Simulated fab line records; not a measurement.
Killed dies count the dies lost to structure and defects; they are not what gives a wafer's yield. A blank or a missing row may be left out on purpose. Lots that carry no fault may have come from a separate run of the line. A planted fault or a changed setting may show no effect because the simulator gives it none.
Which of the tools did it? -- flow nand harc -- 72 wafers from 24 lots sampled at 6 of the route's 1159 steps

## WHAT THE GAUGES READ, wafer by wafer
NHARC_P_M0_OVL_MEAS_10: pitch 180 nm. Usual: overlay x nm -0.2 nm, standard deviation 0.68; overlay y nm 0.3 nm, standard deviation 0.67.
lot,measured,on,overlay x nm (nm),overlay y nm (nm),flag
L075,day 6 03:11,overlay-02,0.1 0.3 0.1,-0.3 -0.6 -0.5,
L074,day 6 05:25,overlay-02,-0.2 -0.8 -0.6,0.1 0.7 0.2,
L076,day 6 08:46,overlay-02,0.1 0.3 0.7,-0.3 0.6 0.0,
L078,day 6 20:21,overlay-01,1.2 0.6 0.5,1.0 0.9 1.9,
L077,day 6 21:41,overlay-01,-0.2 -0.5 -0.2,-0.2 -0.6 0.1,
L079,day 6 22:05,overlay-02,-0.3 -1.0 -0.1,0.3 0.7 1.0,
L080,day 7 09:05,overlay-01,-0.3 -0.5 -0.5,0.0 0.1 -0.5,
L081,day 7 22:40,overlay-02,0.1 0.3 -0.2,0.0 0.4 0.2,
L083,day 7 22:52,overlay-01,-0.3 -0.7 0.3,-0.7 -1.1 -1.0,
L082,day 7 23:54,overlay-02,-0.8 -0.6 -0.9,1.6 1.8 1.4,
L084,day 8 20:35,overlay-01,-0.2 0.4 -0.3,0.9 0.4 0.6,
L086,day 8 22:37,overlay-02,1.0 0.0 -0.2,0.2 0.8 0.5,
L085,day 8 22:53,overlay-01,-0.3 -0.3 -0.2,-0.1 0.2 0.1,
L087,day 8 23:10,overlay-01,-1.6 -0.8 -1.0,0.4 0.3 0.3,
L089,day 9 15:26,overlay-02,-1.0 -1.2 -0.7,0.8 0.8 0.9,
L090,day 9 16:28,overlay-01,-0.9 -0.5 -0.6,-0.2 -0.1 0.3,
L088,day 9 16:53,overlay-01,-0.8 -0.3 -0.9,-0.5 -1.5 -1.3,
L091,day 9 23:02,overlay-02,-0.9 -0.5 -0.8,0.2 0.1 0.3,
L092,day 10 05:37,overlay-01,1.4 1.7 0.8,0.2 -0.1 0.3,
L093,day 10 14:52,overlay-01,-0.6 0.0 -0.6,-0.6 -0.4 -0.2,
L095,day 10 19:41,overlay-01,0.5 0.3 0.2,1.5 1.8 1.4,
L094,day 10 20:15,overlay-02,-0.4 -0.9 0.1,0.1 0.4 0.5,
L096,day 11 16:14,overlay-02,-0.1 -0.1 0.2,1.0 0.7 0.9,
L097,day 11 16:23,overlay-01,0.9 0.5 0.4,1.2 1.0 1.2,

NHARC_P_M1_INSPECT_27. Usual: raw defect count reads 304 (standard deviation 100).
lot,measured,on,raw defect count,flag
L075,day 6 09:48,defect inspect-01,283 251 478,
L074,day 6 12:25,defect inspect-01,249 465 237,
L076,day 6 15:31,defect inspect-02,210 516 301,
L078,day 7 03:18,defect inspect-01,260 200 165,
L077,day 7 04:17,defect inspect-01,193 629 370,
L079,day 7 04:59,defect inspect-02,208 318 229,
L080,day 7 15:44,defect inspect-02,256 380 341,
L081,day 8 05:19,defect inspect-01,371 280 207,
L083,day 8 05:55,defect inspect-01,291 181 222,
L082,day 8 06:41,defect inspect-02,302 348 433,
L084,day 9 03:22,defect inspect-01,195 294 326,
L086,day 9 05:28,defect inspect-01,325 237 280,
L085,day 9 06:08,defect inspect-01,369 304 438,
L087,day 9 06:34,defect inspect-02,307 226 333,
L089,day 9 22:14,defect inspect-01,159 276 126,
L090,day 9 23:14,defect inspect-01,259 327 340,
L088,day 9 23:52,defect inspect-01,255 174 213,
L091,day 10 05:59,defect inspect-02,279 205 304,
L092,day 10 12:29,defect inspect-02,385 350 416,
L093,day 10 21:32,defect inspect-01,299 259 620,
L095,day 11 02:54,defect inspect-02,273 200 386,
L094,day 11 03:10,defect inspect-02,179 170 149,
L096,day 11 22:58,defect inspect-02,301 220 450,
L097,day 11 23:17,defect inspect-02,258 380 219,

NHARC_P_M2_OVL_MEAS_10: pitch 340 nm. Usual: overlay x nm 0.0 nm, standard deviation 0.86; overlay y nm 0.1 nm, standard deviation 0.94.
lot,measured,on,overlay x nm (nm),overlay y nm (nm),flag
L075,day 6 11:17,overlay-02,0.8 0.4 0.4,0.5 0.8 0.8,
L074,day 6 14:04,overlay-01,-0.9 -0.7 -0.7,-0.3 -0.1 -0.8,
L076,day 6 16:59,overlay-02,-0.5 -0.6 -0.7,0.4 0.3 1.0,
L078,day 7 04:47,overlay-01,1.3 0.4 0.9,0.4 -0.3 -0.6,
L077,day 7 05:53,overlay-01,-0.5 -0.6 -0.6,0.9 0.8 0.9,
L079,day 7 06:36,overlay-01,0.9 0.6 0.3,-0.2 -0.8 -0.9,
L080,day 7 17:12,overlay-02,-1.1 -1.2 -1.0,0.4 0.2 0.8,
L081,day 8 06:48,overlay-02,-0.3 -0.2 0.0,-0.2 -0.1 -0.8,
L083,day 8 07:31,overlay-01,0.4 0.6 1.0,-0.8 -0.8 -0.8,
L082,day 8 08:10,overlay-01,-0.4 -0.8 -0.7,-0.6 -0.2 -0.3,
L084,day 9 04:51,overlay-01,-1.5 -0.6 -1.4,1.3 1.5 1.6,
L086,day 9 07:05,overlay-02,0.0 0.5 0.4,-0.3 -0.3 -0.3,
L085,day 9 08:06,overlay-01,1.3 1.4 1.0,-0.9 -0.7 -0.2,
L087,day 9 08:18,overlay-02,1.3 1.7 1.5,0.2 0.1 0.7,
L089,day 9 23:43,overlay-02,-1.2 -0.5 -1.6,1.0 0.9 1.4,
L090,day 10 00:43,overlay-02,1.0 1.1 1.2,0.3 0.1 0.2,
L088,day 10 01:29,overlay-01,-0.6 -0.9 -1.0,-0.6 -0.7 -0.3,
L091,day 10 07:27,overlay-01,0.3 0.4 -0.2,-0.6 -0.3 -0.3,
L092,day 10 13:59,overlay-01,0.0 -0.3 0.0,2.0 2.6 1.9,
L093,day 10 22:57,overlay-02,0.8 0.7 0.7,0.2 0.5 0.4,
L095,day 11 04:22,overlay-01,-0.2 -0.5 -0.3,0.6 1.3 1.0,
L094,day 11 04:38,overlay-01,-0.4 -0.3 0.0,0.6 0.6 0.7,
L096,day 12 00:49,overlay-02,-0.4 0.1 0.0,0.4 0.0 -0.2,
L097,day 12 01:29,overlay-02,-0.9 -1.1 -1.8,-2.1 -1.9 -3.0,

NHARC_P_M2_THK_MEAS_24: measures by xrf. Usual: thk nm reads 144.0 nm (standard deviation 1.4).
lot,measured,on,thk nm (nm),flag
L075,day 6 13:53,film metro-01,143.4 146.6 143.5,
L074,day 6 16:36,film metro-02,144.1 143.6 143.6,
L076,day 6 19:34,film metro-02,143.7 145.0 143.4,
L078,day 7 07:22,film metro-02,144.7 143.5 143.3,
L077,day 7 08:28,film metro-01,144.8 142.9 142.7,
L079,day 7 09:11,film metro-02,145.0 143.2 144.6,
L080,day 7 19:43,film metro-01,142.5 141.6 143.0,
L081,day 8 09:19,film metro-02,143.5 142.8 146.9,
L083,day 8 10:07,film metro-01,141.5 145.1 145.7,
L082,day 8 10:49,film metro-02,146.2 143.6 145.5,
L084,day 9 07:24,film metro-01,144.9 144.9 143.1,
L086,day 9 09:37,film metro-02,143.1 145.9 143.8,
L085,day 9 10:44,film metro-01,144.4 143.6 140.2,
L087,day 9 11:03,film metro-01,140.6 144.4 145.0,
L089,day 10 02:18,film metro-02,143.8 142.8 145.2,
L090,day 10 03:17,film metro-02,145.7 142.7 144.5,
L088,day 10 04:07,film metro-01,147.1 143.7 142.5,
L091,day 10 09:59,film metro-02,145.4 144.1 144.8,
L092,day 10 16:30,film metro-01,146.2 144.8 141.9,
L093,day 11 01:29,film metro-02,144.6 143.2 144.3,
L095,day 11 06:53,film metro-02,146.0 145.2 146.5,
L094,day 11 07:15,film metro-02,143.1 146.4 142.7,
L096,day 12 03:20,film metro-02,146.4 144.0 145.5,
L097,day 12 04:02,film metro-01,140.7 142.5 143.9,

## WHICH TOOL RAN EACH LOT (tool, then ch and the chambers of the sampled wafers, then the start)
lot,NHARC_P_CONTACT_ETCH_31,NHARC_P_CONTACT_STRIP_28
L075,"rie diel-11 ch 0,1,2, day 5 21:00 or earlier","rie diel-11 ch 0,2,3, day 5 21:00"
L074,"rie diel-09 ch 0,1,3, day 5 22:35 or earlier","rie diel-11 ch 0,1,3, day 5 22:35"
L076,"rie diel-11 ch 2,3, day 6 03:08 or earlier","rie diel-11 ch 0,2, day 6 03:08"
L078,"rie diel-11 ch 0,1,2, day 6 10:40 or earlier","rie diel-09 ch 0,1,2, day 6 10:40"
L077,"rie diel-02 ch 0,1,2, day 6 11:22 or earlier","rie diel-11 ch 0,2,3, day 6 11:22"
L079,"rie diel-11 ch 0,1,3, day 6 18:06 or earlier","rie diel-09 ch 0,3, day 6 18:06"
L080,"rie diel-09 ch 0,1, day 7 03:08 or earlier","rie diel-11 ch 1,2,3, day 7 03:08"
L081,"rie diel-09 ch 0,2, day 7 18:35 or earlier","rie diel-02 ch 0,1, day 7 18:35"
L083,"rie diel-11 ch 2,3, day 7 18:46 or earlier","rie diel-09 ch 0,1,2, day 7 18:46"
L082,"rie diel-09 ch 1,2, day 7 19:41 or earlier","rie diel-09 ch 0,2,3, day 7 19:41"
L084,"rie diel-11 ch 1,3, day 8 13:04 or earlier","rie diel-09 ch 0,1,3, day 8 13:04"
L086,"rie diel-09 ch 0,1,2, day 8 17:53 or earlier","rie diel-09 ch 0,2,3, day 8 17:53"
L085,"rie diel-11 ch 0,1,2, day 8 18:17 or earlier","rie diel-11 ch 0,2,3, day 8 18:17"
L087,"rie diel-09 ch 1,2,3, day 8 19:13 or earlier","rie diel-11 ch 0,1,2, day 8 19:13"
L089,"rie diel-11 ch 0,1,3, day 9 12:13 or earlier","rie diel-11 ch 0,1, day 9 12:13"
L090,"rie diel-09 ch 0,1,3, day 9 13:07 or earlier","rie diel-11 ch 0,1, day 9 13:07"
L088,"rie diel-11 ch 1,2,3, day 9 13:29 or earlier","rie diel-11 ch 0,1,2, day 9 13:29"
L091,"rie diel-09 ch 0,1,3, day 9 18:15 or earlier","rie diel-09 ch 0,1, day 9 18:15"
L092,"rie diel-09 ch 0,1,3, day 10 02:25 or earlier","rie diel-09 ch 0,1,2, day 10 02:25"
L093,"rie diel-09 ch 0,2,3, day 10 10:11 or earlier","rie diel-11 ch 1,2,3, day 10 10:11"
L095,"rie diel-09 ch 2,3, day 10 16:22 or earlier","rie diel-02 ch 0,1,3, day 10 16:22"
L094,"rie diel-11 ch 2,3, day 10 16:55 or earlier","rie diel-11 ch 0,3, day 10 16:55"
L096,"rie diel-09 ch 0,1,2, day 11 08:39 or earlier","rie diel-09 ch 1,2,3, day 11 08:39"
L097,"rie diel-02 ch 0,3, day 11 09:04 or earlier","rie diel-11 ch 0,2, day 11 09:04"
- NHARC_P_CONTACT_ETCH_31: etches the open film in CH3F/O2, target depth 30 nm, time 85.7 s.
- NHARC_P_CONTACT_STRIP_28: strips in O2.

## AS READ BY THE TOOLS THEMSELVES (means over the sampled wafers that have a number; for cases with no such wafer, the mark the record gives instead)
NHARC_P_CONTACT_ETCH_31. Usual: drypump motor current A 5.62 A, standard deviation 0.29; o2 flow sccm 30.00 sccm, standard deviation 0.099; oes product au 0.975 a.u., standard deviation 0.016; rf vpp V 243.8 V, standard deviation 1.6; showerhead plenum p Torr 2.42 Torr, standard deviation 0.099; throttle valve pct 20.662 %, standard deviation 0.0092.
lot,tool,drypump motor current A (A),o2 flow sccm (sccm),oes product au (a.u.),rf vpp V (V),showerhead plenum p Torr (Torr),throttle valve pct (%),flag
L075,rie diel-11,5.50,30.03,0.970,243.9,2.38,20.671,
L074,rie diel-09,5.54,30.04,0.965,245.1,2.49,20.666,
L076,rie diel-11,5.81,29.98,0.944,243.7,2.39,20.662,
L078,rie diel-11,5.51,30.02,0.971,243.6,2.38,20.667,
L077,rie diel-02,5.54,30.02,0.974,243.5,2.38,20.662,
L079,rie diel-11,5.58,30.12,0.976,243.2,2.40,20.656,
L080,rie diel-09,5.51,29.92,0.986,245.7,2.54,20.660,
L081,rie diel-09,5.49,30.03,0.971,243.5,2.44,20.662,
L083,rie diel-11,5.68,29.89,0.980,243.7,2.37,20.663,
L082,rie diel-09,5.77,30.04,0.976,245.0,2.52,20.665,
L084,rie diel-11,5.62,30.05,0.970,244.0,2.43,20.666,
L086,rie diel-09,5.65,30.04,0.955,244.6,2.48,20.657,
L085,rie diel-11,5.49,30.05,0.969,242.9,2.38,20.656,
L087,rie diel-09,5.70,29.87,0.974,242.9,2.43,20.667,
L089,rie diel-11,5.60,30.01,0.980,244.4,2.40,20.665,
L090,rie diel-09,5.54,29.96,0.988,244.5,2.49,20.661,
L088,rie diel-11,5.66,29.98,0.970,243.0,2.40,20.661,
L091,rie diel-09,5.56,30.10,0.954,245.5,2.49,20.660,
L092,rie diel-09,5.54,30.05,0.982,244.1,2.49,20.656,
L093,rie diel-09,5.58,29.95,0.986,243.5,2.39,20.661,
L095,rie diel-09,5.72,30.01,0.988,242.3,2.32,20.673,
L094,rie diel-11,5.67,29.92,0.970,243.3,2.37,20.664,
L096,rie diel-09,5.63,30.00,0.992,244.9,2.48,20.656,
L097,rie diel-02,6.04,30.00,0.991,244.6,2.45,20.658,

NHARC_P_CONTACT_STRIP_28. Usual: drypump motor current A 5.61 A, standard deviation 0.27; o2 flow sccm 499.8 sccm, standard deviation 1.5; oes product au 0.995 a.u., standard deviation 0.012; rf vpp V 57.6 V, standard deviation 0.81; showerhead plenum p Torr 3.47 Torr, standard deviation 0.14; throttle valve pct 17.037 %, standard deviation 0.009.
lot,tool,drypump motor current A (A),o2 flow sccm (sccm),oes product au (a.u.),rf vpp V (V),showerhead plenum p Torr (Torr),throttle valve pct (%),flag
L075,rie diel-11,5.63,500.0,0.990,58.0,3.40,17.037,
L074,rie diel-11,5.61,499.1,1.000,57.7,3.45,17.030,
L076,rie diel-11,5.52,499.8,0.986,57.6,3.38,17.044,
L078,rie diel-09,5.66,500.6,0.992,58.1,3.56,17.034,
L077,rie diel-11,5.62,500.7,0.993,58.1,3.40,17.043,
L079,rie diel-09,5.49,498.5,1.013,57.7,3.45,17.036,
L080,rie diel-11,5.66,499.6,0.991,57.3,3.45,17.045,
L081,rie diel-02,5.12,500.8,0.996,57.2,3.51,17.028,
L083,rie diel-09,5.64,498.8,0.994,58.0,3.56,17.031,
L082,rie diel-09,5.59,499.7,1.004,57.5,3.43,17.034,
L084,rie diel-09,5.55,499.0,1.007,57.0,3.57,17.035,
L086,rie diel-09,5.56,500.8,0.997,57.9,3.42,17.045,
L085,rie diel-11,5.62,499.8,0.988,57.2,3.40,17.029,
L087,rie diel-11,5.52,499.6,0.994,57.8,3.42,17.031,
L089,rie diel-11,5.48,499.4,0.984,57.4,3.47,17.030,
L090,rie diel-11,5.43,498.8,0.998,57.7,3.41,17.038,
L088,rie diel-11,5.48,498.9,0.995,56.7,3.42,17.037,
L091,rie diel-09,5.49,500.1,0.997,57.8,3.64,17.037,
L092,rie diel-09,5.67,499.1,1.008,57.9,3.55,17.041,
L093,rie diel-11,5.68,499.6,0.985,57.5,3.45,17.032,
L095,rie diel-02,5.59,501.0,0.992,58.1,3.51,17.036,
L094,rie diel-11,5.56,500.7,0.996,56.8,3.39,17.032,
L096,rie diel-09,5.70,498.7,1.001,58.2,3.48,17.043,
L097,rie diel-11,5.52,498.7,0.990,57.4,3.37,17.046,

## THE ANSWER, worked out from the rows above alone
Rule: take the mean of a lot's wafers that have a number; if it is more than 3 standard deviations from the usual mean, the lot is off. A lot without any number at a reading at which 4 lots or more have one is off too. The other lots that the step has rows for count as sound. After the gauges, taken in route order, come the tools' own readings; for these a lot's mean is taken, as printed above. At the first step where some lot is off, the reading lying furthest off is the one used; lots without a number count as furthest.
None of the lots is off at any reading shown; this tells nothing.

## WHAT HAD BEEN PUT IN BY THE SIMULATOR
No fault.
